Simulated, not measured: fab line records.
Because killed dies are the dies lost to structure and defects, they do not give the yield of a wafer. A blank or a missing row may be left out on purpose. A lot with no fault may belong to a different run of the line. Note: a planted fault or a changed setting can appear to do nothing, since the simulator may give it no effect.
Chamber matching / flow n5Finfet / rieDiel-06 running N5_SDB_ETCH_25: 4 sister chambers
The step etches SiO2 in C4F6/O2, target depth 10 nm, time 3.3 s. 22 wafers are shown with their chamber, then 11 later ones without.

EACH WAFER AND ITS CHAMBER
wafer=L075.2; chamber=3; rfVppV (V)=663; showerheadPlenumPTorr (Torr)=2.73; throttleValvePct (%)=21.10
wafer=L075.4; chamber=1; rfVppV (V)=674; showerheadPlenumPTorr (Torr)=2.89; throttleValvePct (%)=21.21
wafer=L075.5; chamber=2; rfVppV (V)=638; showerheadPlenumPTorr (Torr)=2.93; throttleValvePct (%)=20.98
wafer=L077.1; chamber=1; rfVppV (V)=675; showerheadPlenumPTorr (Torr)=2.89; throttleValvePct (%)=21.22
wafer=L077.5; chamber=3; rfVppV (V)=662; showerheadPlenumPTorr (Torr)=2.73; throttleValvePct (%)=21.09
wafer=L077.6; chamber=0; rfVppV (V)=683; showerheadPlenumPTorr (Torr)=2.90; throttleValvePct (%)=20.76
wafer=L078.1; chamber=1; rfVppV (V)=675; showerheadPlenumPTorr (Torr)=2.89; throttleValvePct (%)=21.25
wafer=L078.4; chamber=3; rfVppV (V)=662; showerheadPlenumPTorr (Torr)=2.73; throttleValvePct (%)=21.10
wafer=L078.5; chamber=3; rfVppV (V)=662; showerheadPlenumPTorr (Torr)=2.73; throttleValvePct (%)=21.07
wafer=L083.1; chamber=1; rfVppV (V)=674; showerheadPlenumPTorr (Torr)=2.88; throttleValvePct (%)=21.22
wafer=L083.3; chamber=2; rfVppV (V)=639; showerheadPlenumPTorr (Torr)=2.93; throttleValvePct (%)=21.01
wafer=L083.5; chamber=0; rfVppV (V)=684; showerheadPlenumPTorr (Torr)=2.89; throttleValvePct (%)=20.75
wafer=L084.3; chamber=2; rfVppV (V)=640; showerheadPlenumPTorr (Torr)=2.93; throttleValvePct (%)=21.00
wafer=L084.5; chamber=3; rfVppV (V)=661; showerheadPlenumPTorr (Torr)=2.73; throttleValvePct (%)=21.11
wafer=L084.6; chamber=2; rfVppV (V)=639; showerheadPlenumPTorr (Torr)=2.93; throttleValvePct (%)=21.00
wafer=L085.3; chamber=2; rfVppV (V)=638; showerheadPlenumPTorr (Torr)=2.92; throttleValvePct (%)=21.01
wafer=L085.4; chamber=0; rfVppV (V)=685; showerheadPlenumPTorr (Torr)=2.89; throttleValvePct (%)=20.77
wafer=L085.6; chamber=2; rfVppV (V)=640; showerheadPlenumPTorr (Torr)=2.92; throttleValvePct (%)=21.02
wafer=L086.2; chamber=1; rfVppV (V)=675; showerheadPlenumPTorr (Torr)=2.88; throttleValvePct (%)=21.24
wafer=L086.3; chamber=2; rfVppV (V)=639; showerheadPlenumPTorr (Torr)=2.92; throttleValvePct (%)=21.02
wafer=L086.5; chamber=3; rfVppV (V)=662; showerheadPlenumPTorr (Torr)=2.72; throttleValvePct (%)=21.11
wafer=L088.1; chamber=1; rfVppV (V)=673; showerheadPlenumPTorr (Torr)=2.88; throttleValvePct (%)=21.26

SIGNATURES, as means of the wafers listed above
reading=rfVppV; chamber 0=684.00; chamber 1=674.33; chamber 2=639.00; chamber 3=662.00; scatter within a chamber=0.793
reading=showerheadPlenumPTorr; chamber 0=2.8933; chamber 1=2.8850; chamber 2=2.9257; chamber 3=2.7283; scatter within a chamber=0.00512
reading=throttleValvePct; chamber 0=20.7600; chamber 1=21.2333; chamber 2=21.0057; chamber 3=21.0967; scatter within a chamber=0.0157
Rule: distance of a wafer from a chamber = root of the sum over the readings of ((wafer's reading minus chamber's mean) / reading's scatter) squared. If the next closest chamber is less than 2 further off than the closest, the wafer can't be placed; otherwise it belongs to the closest. How the scatter is found: for the shown wafers, subtract from each reading the mean of its chamber, square and add these, divide the total by (wafers less chambers), then take the root.

WAFERS MISSING THEIR CHAMBER
wafer=L088.3; rfVppV (V)=640; showerheadPlenumPTorr (Torr)=2.92; throttleValvePct (%)=21.02
wafer=L088.6; rfVppV (V)=663; showerheadPlenumPTorr (Torr)=2.72; throttleValvePct (%)=21.11
wafer=L090.4; rfVppV (V)=638; showerheadPlenumPTorr (Torr)=2.92; throttleValvePct (%)=21.01
wafer=L090.5; rfVppV (V)=672; showerheadPlenumPTorr (Torr)=2.88; throttleValvePct (%)=21.24
wafer=L090.6; rfVppV (V)=661; showerheadPlenumPTorr (Torr)=2.72; throttleValvePct (%)=21.14
wafer=L091.2; rfVppV (V)=663; showerheadPlenumPTorr (Torr)=2.72; throttleValvePct (%)=21.12
wafer=L091.4; rfVppV (V)=639; showerheadPlenumPTorr (Torr)=2.92; throttleValvePct (%)=21.03
wafer=L091.6; rfVppV (V)=662; showerheadPlenumPTorr (Torr)=2.72; throttleValvePct (%)=21.15
wafer=L094.1; rfVppV (V)=682; showerheadPlenumPTorr (Torr)=2.89; throttleValvePct (%)=20.41
wafer=L094.2; rfVppV (V)=672; showerheadPlenumPTorr (Torr)=2.87; throttleValvePct (%)=21.26
wafer=L094.6; rfVppV (V)=675; showerheadPlenumPTorr (Torr)=2.87; throttleValvePct (%)=21.29

EACH ONE'S CHAMBER
wafer=L088.3; from the rows above=2; in truth=2
wafer=L088.6; from the rows above=3; in truth=3
wafer=L090.4; from the rows above=2; in truth=2
wafer=L090.5; from the rows above=1; in truth=1
wafer=L090.6; from the rows above=3; in truth=3
wafer=L091.2; from the rows above=3; in truth=3
wafer=L091.4; from the rows above=2; in truth=2
wafer=L091.6; from the rows above=3; in truth=3
wafer=L094.1; from the rows above=0; in truth=0
wafer=L094.2; from the rows above=1; in truth=1
wafer=L094.6; from the rows above=1; in truth=1
11 of 11 placed correctly. From these rows, 0 cannot be placed. 0 placed wrongly.
